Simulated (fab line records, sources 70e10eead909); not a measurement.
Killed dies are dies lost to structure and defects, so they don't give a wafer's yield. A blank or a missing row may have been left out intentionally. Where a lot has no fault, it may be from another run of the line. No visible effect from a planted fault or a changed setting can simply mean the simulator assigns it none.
Matching of chambers	flow nand_harc	rie_diel-05 running NHARC_A_STAIRCASE_TRIM_224: 4 sister chambers
The step chemistry O2, time 211.2 s. 4 wafers are shown with their chamber, then 7 later ones without.

== WAFERS PAIRED WITH THEIR CHAMBERS ==
wafer	chamber	drypump_motor_current_A (A)
L513.5	1	6.09
L516.6	0	5.88
L518.1	2	6.13
L518.2	3	6.39

== WAFERS MISSING THEIR CHAMBER ==
wafer	drypump_motor_current_A (A)
L518.4	5.84
L526.4	6.11
L527.3	6.39
L527.6	6.14
L533.2	6.38
L533.3	6.08
L533.5	5.90

== THE CHAMBER EACH PASSED THROUGH ==
wafer	from the rows above	in truth
L518.4	0	0
L526.4	can't be placed: 2 or 1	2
L527.3	3	3
L527.6	2	2
L533.2	3	3
L533.3	1	1
L533.5	0	0
Correct placement for 6 of the 7. Not placeable from these rows: 1 (in 1, the candidates include the true chamber). 0 placed wrongly.
How it was worked out, from the rows above alone: a wafer's distance from a chamber is the root of the sum, over the readings, of the square of ((its reading less the chamber's mean) divided by the reading's scatter). The wafer belongs to the nearest chamber; if the next one is less than 2 further off, it can't be placed. Each chamber's mean is taken over the wafers shown for it. The scatter (one wafer shown for each chamber): square how far every hidden wafer sits from the nearest shown wafer, average those squares and take the square root.
